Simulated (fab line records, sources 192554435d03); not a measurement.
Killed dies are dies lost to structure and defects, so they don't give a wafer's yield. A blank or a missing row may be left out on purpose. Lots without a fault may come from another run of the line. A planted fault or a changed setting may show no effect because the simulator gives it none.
Split-lot experiment | flow n5_finfet | 7 lots, 39 wafers read, on a route of 1938 steps

THE SPLIT
At N5_BEOL_M11_ETCH_66 (etches SOC in N2/H2, target depth 120 nm, overetch 24 nm, time 180 s), the setting time_s was moved away from the recipe's 180 s on 15 of the 39 wafers read, by -47.3% to +44.7%. The other wafers ran this setting at the recipe's value.

The reading is taken at the split's own step.

THE READING
SiARC_of_BEOL_M11_COAT_64.thk_nm (the simulator's own value, which no gauge read), in nm, at N5_BEOL_M11_ETCH_66 (etches SOC in N2/H2, target depth 120 nm, overetch 24 nm, time 180 s). The file gives no usual value for it. The 24 wafers here that ran the recipe average 22.8 nm, standard deviation 0.22 nm.

wafer  | tool, chamber at the split | time_s as run, s | against the recipe | SiARC_of_BEOL_M11_COAT_64.thk_nm, nm | against lot-mates on the recipe
L078.1 | rie_diel-05, 0             | 180              | recipe             | 22.8                                 | -
L078.5 | rie_diel-05, 0             | 180              | recipe             | 22.8                                 | -
L078.2 | rie_diel-05, 2             | 259.7            | +44.3%             | 19.6                                 | -3.1
L078.3 | rie_diel-05, 1             | 259.7            | +44.3%             | 19.2                                 | -3.5
L078.4 | rie_diel-05, 2             | 180              | recipe             | 22.6                                 | -
L078.6 | rie_diel-05, 1             | 259.7            | +44.3%             | 19                                   | -3.7
L076.1 | rie_diel-05, 1             | 180              | recipe             | 22.4                                 | -
L076.5 | rie_diel-05, 1             | 180              | recipe             | 22.4                                 | -
L076.2 | rie_diel-05, 2             | 180              | recipe             | 22.6                                 | -
L076.4 | rie_diel-05, 2             | 180              | recipe             | 22.6                                 | -
L076.3 | rie_diel-05, 0             | 180              | recipe             | 23                                   | -
L076.6 | rie_diel-05, 0             | 180              | recipe             | 22.8                                 | -
L085.1 | rie_diel-06, 1,3,3         | 260.5            | +44.7%             | 19.4                                 | -3.5
L085.3 | rie_diel-06, 1,3,3         | 260.5            | +44.7%             | 19.4                                 | -3.5
L085.5 | rie_diel-06, 1,3,3         | 260.5            | +44.7%             | 19.4                                 | -3.5
L085.2 | rie_diel-06, 0             | 180              | recipe             | 22.8                                 | -
L085.6 | rie_diel-06, 0             | 180              | recipe             | 22.8                                 | -
L085.4 | rie_diel-06, 2             | 180              | recipe             | 23                                   | -
L087.3 | rie_diel-05, 2             | 180              | recipe             | 22.8                                 | -
L087.5 | rie_diel-05, 2             | 180              | recipe             | 22.8                                 | -
L087.4 | rie_diel-05, 3             | 180              | recipe             | 23                                   | -
L091.1 | rie_diel-03, 0             | 180              | recipe             | 23                                   | -
L091.2 | rie_diel-03, 3             | 210.7            | +17.1%             | 21.8                                 | -1.3
L091.3 | rie_diel-03, 1             | 180              | recipe             | 23.2                                 | -
L091.5 | rie_diel-03, 1             | 180              | recipe             | 23.2                                 | -
L091.4 | rie_diel-03, 2             | 210.7            | +17.1%             | 21.6                                 | -1.5
L091.6 | rie_diel-03, 2             | 210.7            | +17.1%             | 21.6                                 | -1.5
L097.1 | rie_diel-05, 0             | 180              | recipe             | 23.2                                 | -
L097.2 | rie_diel-05, 1             | 94.82            | -47.3%             | 26.2                                 | +3.2
L097.6 | rie_diel-05, 1             | 94.82            | -47.3%             | 26.2                                 | +3.2
L097.3 | rie_diel-05, 2             | 180              | recipe             | 22.8                                 | -
L097.4 | rie_diel-05, 3             | 94.82            | -47.3%             | 26.4                                 | +3.4
L097.5 | rie_diel-05, 0             | 180              | recipe             | 23                                   | -
L096.1 | rie_diel-03, 1             | 219.7            | +22.1%             | 21                                   | -1.7
L096.2 | rie_diel-03, 0,3           | 219.7            | +22.1%             | 21.2                                 | -1.5
L096.4 | rie_diel-03, 0,3           | 219.7            | +22.1%             | 21.2                                 | -1.5
L096.3 | rie_diel-03, 2             | 180              | recipe             | 22.6                                 | -
L096.5 | rie_diel-03, 3,0           | 180              | recipe             | 22.8                                 | -
L096.6 | rie_diel-03, 3,0           | 180              | recipe             | 22.8                                 | -
Where a row lists several chambers, the file gives one row for several wafers and doesn't say which wafer went through which chamber.

THE FIT
A straight line over all 39 wafers: SiARC_of_BEOL_M11_COAT_64.thk_nm changes by -0.0758 nm for each +1% of time_s; r = -0.99; the points scatter about the line by 0.21 nm.
The same after taking each lot's own level away (the mean of its wafers on the recipe; 39 wafers): -0.0744 nm for each +1%; r = -0.99; scatter 0.17 nm.
On that fit, the largest move of time_s shifts the reading by 3.5 nm.
The lots' own levels span 22.63 to 23.13 nm, that is 2.3 times the standard deviation above.
So the lot-to-lot level changes the slope little: the two slopes agree.
Check: with one of the wafers moved furthest among these (-47.3%) left out of the fit, the line predicts +3.52 nm for it against its lot-mates. It came out at +3.2 nm against them.

OTHER SPLITS ON THESE WAFERS
These wafers also went through other splits before the reading. Each is held against what the fit with the lots' levels taken away leaves over:
other split on the same wafers        | wafers away from the commonest value | r with SiARC_of_BEOL_M11_COAT_64.thk_nm (lot level and that fit taken away)
N5_BEOL_M1_VIA_ETCH_34 target_depth_a | 15                                   | -0.17
N5_BEOL_M3_ILD_DEP_00 target_thk_a    | 6                                    | -0.04
N5_BEOL_M8_DESCUM_33 time_s           | 18                                   | -0.20

THE FILE'S OWN FIT
SiARC_of_BEOL_M11_COAT_64.thk_nm changes by -0.075 nm for each +1% of time_s, r = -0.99.
